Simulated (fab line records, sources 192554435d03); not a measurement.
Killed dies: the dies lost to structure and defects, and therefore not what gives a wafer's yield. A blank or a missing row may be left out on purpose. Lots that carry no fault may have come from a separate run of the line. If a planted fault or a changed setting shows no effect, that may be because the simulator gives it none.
Chamber matching + flow n5 finfet + N5_BEOL_M8_CURE_74 on uv cure-03 has 3 sister chambers
The step cures SiCOH lowk, time 240 s. 3 wafers are shown with their chamber, then 8 later ones without.

## WAFERS WITH THEIR CHAMBER
| wafer  | chamber | wafer_temp_C_max |
|--------|---------|------------------|
| L082.6 | 2       | 386.2            |
| L092.6 | 1       | 386.2            |
| L090.2 | 0       | 386.9            |

## WAFERS MISSING THEIR CHAMBER
| wafer  | wafer_temp_C_max |
|--------|------------------|
| L090.5 | 386.6            |
| L090.6 | 386.7            |
| L093.3 | 386.2            |
| L093.4 | 386.6            |
| L093.6 | 386.5            |
| L096.2 | 386.2            |
| L096.4 | 386.1            |
| L096.5 | 386.0            |

## CHAMBER TAKEN BY EACH
| wafer  | from the rows above          | in truth |
|--------|------------------------------|----------|
| L090.5 | can't be placed: 0 or 1 or 2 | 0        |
| L090.6 | can't be placed: 0 or 1 or 2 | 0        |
| L093.3 | can't be placed: 1 or 2      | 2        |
| L093.4 | can't be placed: 0 or 1 or 2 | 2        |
| L093.6 | can't be placed: 1 or 2 or 0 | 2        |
| L096.2 | can't be placed: 1 or 2      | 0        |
| L096.4 | can't be placed: 1 or 2      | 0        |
| L096.5 | can't be placed: 1 or 2      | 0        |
Correctly placed: 0 of 8. Cannot be placed on the basis of these rows: 8; the candidates contain the true chamber in 5. Placed wrongly: 0.
How it was worked out, from the rows above alone: a wafer's distance from a chamber is the root of the sum, over the readings, of the square of ((its reading less the chamber's mean) divided by the reading's scatter). The wafer belongs to the nearest chamber; if the next one is less than 2 further off, it can't be placed. A chamber's mean is the mean of its shown wafers. The scatter (one wafer shown for each chamber): square how far every hidden wafer sits from the nearest shown wafer, average those squares and take the square root.
